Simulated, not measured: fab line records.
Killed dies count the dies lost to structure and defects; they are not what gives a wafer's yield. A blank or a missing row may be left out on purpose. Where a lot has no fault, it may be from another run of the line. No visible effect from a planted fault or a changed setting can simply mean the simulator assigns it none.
Chamber matching ; flow n5_finfet ; N5_BEOL_M9_STRIP_67 on rie_diel-03 has 4 sister chambers
The step strips in CF4. 20 wafers are shown with their chamber, then 10 later ones without.

## WAFERS WITH THEIR CHAMBER
wafer;chamber;showerhead_plenum_p_Torr (Torr);drypump_motor_current_A (A);oes_product_au (a.u.)
L074.1;1;1.87;6.2;0.75
L074.3;0;1.84;5.7;0.72
L074.5;1;1.87;6.2;0.75
L076.2;3;1.71;5.8;0.72
L076.4;0;1.84;5.7;0.73
L076.6;3;1.71;5.8;0.72
L083.1;1;1.86;6.2;0.74
L083.2;2;1.88;6.0;0.93
L083.5;2;1.88;6.0;0.95
L085.1;0;1.84;5.7;0.72
L085.2;3;1.71;5.7;0.70
L085.6;0;1.84;5.7;0.72
L084.1;1;1.86;6.2;0.74
L084.3;2;1.88;6.0;0.94
L084.4;0;1.84;5.7;0.72
L086.1;3;1.70;5.7;0.71
L086.3;2;1.88;6.0;0.93
L086.5;0;1.84;5.7;0.71
L089.1;1;1.86;6.2;0.74
L089.2;3;1.70;5.7;0.70

SIGNATURES (averages over the wafers above)
reading;chamber 0;chamber 1;chamber 2;chamber 3;scatter within a chamber
showerhead_plenum_p_Torr;1.8400;1.8640;1.8800;1.7060;0.00387
drypump_motor_current_A;5.700;6.200;6.000;5.740;0.0274
oes_product_au;0.7200;0.7440;0.9375;0.7100;0.00789
Rule: a wafer's distance from a chamber is the root of the sum, over the readings, of the square of ((its reading less the chamber's mean) divided by the reading's scatter). If the next closest chamber is less than 2 further off than the closest, the wafer can't be placed; otherwise it belongs to the closest. The scatter: take each reading less its chamber's mean, square it, sum over the shown wafers, divide by the number of wafers less the number of chambers, and take the root.

## WAFERS MISSING THEIR CHAMBER
wafer;showerhead_plenum_p_Torr (Torr);drypump_motor_current_A (A);oes_product_au (a.u.)
L089.5;1.84;5.7;0.72
L090.2;1.70;5.7;0.70
L090.4;1.84;5.7;0.72
L090.6;1.70;5.7;0.70
L095.1;1.88;6.0;0.91
L095.3;1.83;5.7;0.70
L095.6;1.83;5.7;0.70
L096.2;1.86;6.2;0.72
L096.3;1.70;5.8;0.70
L096.6;1.70;5.8;0.70

## EACH ONE'S CHAMBER
wafer;from the rows above;in truth
L089.5;0;0
L090.2;3;3
L090.4;0;0
L090.6;3;3
L095.1;2;2
L095.3;0;0
L095.6;0;0
L096.2;1;1
L096.3;3;3
L096.6;3;3
Correctly placed: 10 of 10. Left unplaced by these rows: 0. Placed wrongly: 0.
